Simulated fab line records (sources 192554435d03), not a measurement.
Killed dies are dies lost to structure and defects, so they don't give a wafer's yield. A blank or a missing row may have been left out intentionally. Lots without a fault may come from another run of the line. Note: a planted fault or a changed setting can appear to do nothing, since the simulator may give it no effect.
The same fault as seen by 2 desks | flow n5 finfet | each desk holds nothing but its own numbers, with what lay behind them at the end

AT THE TOOL OWNER'S DESK: rie diel-04
The tool's own readings at N5_DUMMY_GATE_ETCH_37 (etches SOC in N2/H2, target depth 60 nm, overetch 30 nm): means of the sampled wafers that have a number, for each lot that ran on this tool. If a lot's mean is further than 4 standard deviations from the usual mean, the lot is out of limits and carries the mark OUT (the distance appears in the brackets). Readings shown: 7 of its 8, picked as those furthest out on some lot.
Columns: A = bias w at N5_DUMMY_GATE_ETCH_37, usual 149.9 W; B = chamber pressure mTorr at N5_DUMMY_GATE_ETCH_37, usual 30.004 mTorr; C = drypump motor current A at N5_DUMMY_GATE_ETCH_37, usual 5.8 A; D = oes product au at N5_DUMMY_GATE_ETCH_37, usual 0.59 a.u.; E = rf vpp V at N5_DUMMY_GATE_ETCH_37, usual 523.5 V; F = showerhead plenum p Torr at N5_DUMMY_GATE_ETCH_37, usual 2.53 Torr; G = throttle valve pct at N5_DUMMY_GATE_ETCH_37, usual 17.92 %
lot  | first seen here | A     | B      | C   | D    | E     | F    | G
L423 | day 4 00:17     | 150.0 | 30.016 | 6.4 | 0.62 | 522.4 | 2.48 | 17.91
L427 | day 4 18:06     | 150.2 | 30.009 | 5.7 | 0.59 | 523.4 | 2.53 | 17.89
L439 | day 7 20:14     | 149.8 | 30.005 | 6.0 | 0.57 | 520.9 | 2.41 | 18.09
Result from this desk: across the 3 lots, nothing is out of limits.

METROLOGY DESK
Lot by lot, what the gauges showed, no matter which tool ran the lot: averages of those sampled wafers that carry a number. If a lot's mean is further than 4 standard deviations from the usual mean, the lot is out of limits and carries the mark OUT (the distance appears in the brackets). Readings shown: 7 of its 13, picked as those furthest out on some lot.
Columns: A = cd nm at N5_STI_FIN_REVEAL_CD_MEAS_22, usual 6.23 nm; B = trench depth nm at N5_STI_FIN_REVEAL_FIN_H_MEAS_10, usual 52.0 nm; C = DIBL_N at N5_BEOL_M4_RC_MEAS_101, usual 36.3 mV/V; D = DIBL_P at N5_BEOL_M4_RC_MEAS_101, usual 36.3 mV/V; E = IOFF_N at N5_BEOL_M4_RC_MEAS_101, usual 0.157 nA/um; F = ION_N at N5_BEOL_M4_RC_MEAS_101, usual 675 uA/um; G = VT_N at N5_BEOL_M4_RC_MEAS_101, usual 249.8 mV
lot  | first seen here | A    | B    | C    | D    | E     | F   | G
L423 | day 3 15:18     | 6.37 | 53.1 | 36.9 | 35.7 | 0.153 | 680 | 250.7
L427 | day 4 08:34     | 6.17 | 52.0 | 36.2 | 35.5 | 0.151 | 671 | 248.6
L432 | day 5 14:32     | 6.02 | 52.3 | -    | -    | -     | -   | -
L433 | day 5 18:34     | 6.23 | 52.8 | -    | -    | -     | -   | -
L439 | day 7 07:35     | 6.19 | 52.2 | 35.0 | 35.8 | 0.123 | 657 | 254.5
L440 | day 7 12:17     | 6.19 | 51.8 | 38.0 | 38.5 | 0.200 | 681 | 246.6
L441 | day 7 19:16     | 6.62 | 51.8 | 36.7 | 36.2 | 0.171 | 688 | 250.0
L442 | day 8 02:41     | 6.13 | 51.7 | 36.5 | 36.9 | 0.166 | 672 | 247.6
Result from this desk: across the 8 lots, nothing is out of limits.

BROUGHT TOGETHER
Nothing out of limits was seen by the tool owner's desk.
At the metrology desk, nothing out of limits was observed.

WHAT THE SIMULATOR HAD PUT IN
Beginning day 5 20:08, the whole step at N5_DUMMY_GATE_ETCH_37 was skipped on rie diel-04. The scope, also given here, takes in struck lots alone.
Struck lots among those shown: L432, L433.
